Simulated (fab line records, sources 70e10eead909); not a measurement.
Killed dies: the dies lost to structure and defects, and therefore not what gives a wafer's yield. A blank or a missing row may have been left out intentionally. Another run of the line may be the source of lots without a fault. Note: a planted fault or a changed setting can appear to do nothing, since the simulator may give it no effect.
Matching of chambers + flow nand-harc + ald-hk-01 running NHARC_A_CHANNEL_FILL_D1_ALD_02: 4 sister chambers
The step deposits SiO2, target thk 6 nm, pulse time 10 s, ald cycles 60. 4 wafers are shown with their chamber, then 11 later ones without.

== WAFERS WITH THEIR CHAMBER ==
| wafer  | chamber | heater-power-w (W) |
|--------|---------|--------------------|
| L090.1 | 0       | 486                |
| L090.2 | 3       | 366                |
| L090.3 | 1       | 439                |
| L090.4 | 2       | 427                |

== WAFERS MISSING THEIR CHAMBER ==
| wafer  | heater-power-w (W) |
|--------|--------------------|
| L090.5 | 494                |
| L090.6 | 443                |
| L092.3 | 438                |
| L092.4 | 436                |
| L092.6 | 451                |
| L093.1 | 493                |
| L093.3 | 431                |
| L093.4 | 370                |
| L095.1 | 454                |
| L095.2 | 490                |
| L095.3 | 362                |

== THE CHAMBER EACH PASSED THROUGH ==
| wafer  | from the rows above     | in truth |
|--------|-------------------------|----------|
| L090.5 | 0                       | 0        |
| L090.6 | can't be placed: 1 or 2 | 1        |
| L092.3 | can't be placed: 1 or 2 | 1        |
| L092.4 | can't be placed: 1 or 2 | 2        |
| L092.6 | can't be placed: 1 or 2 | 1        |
| L093.1 | 0                       | 0        |
| L093.3 | can't be placed: 2 or 1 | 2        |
| L093.4 | 3                       | 3        |
| L095.1 | can't be placed: 1 or 2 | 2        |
| L095.2 | 0                       | 0        |
| L095.3 | 3                       | 3        |
Placed correctly: 5 of 11. From these rows, 6 cannot be placed; in 6 the true chamber is one of the candidates. Wrongly placed: 0.
How it was worked out, from the rows above alone: a wafer's distance from a chamber is the root of the sum, over the readings, of the square of ((its reading less the chamber's mean) divided by the reading's scatter). The wafer belongs to the nearest chamber; if the next one is less than 2 further off, it can't be placed. For every chamber, the mean is computed from those of its wafers that are shown. The scatter (one wafer shown for each chamber): square how far every hidden wafer sits from the nearest shown wafer, average those squares and take the square root.
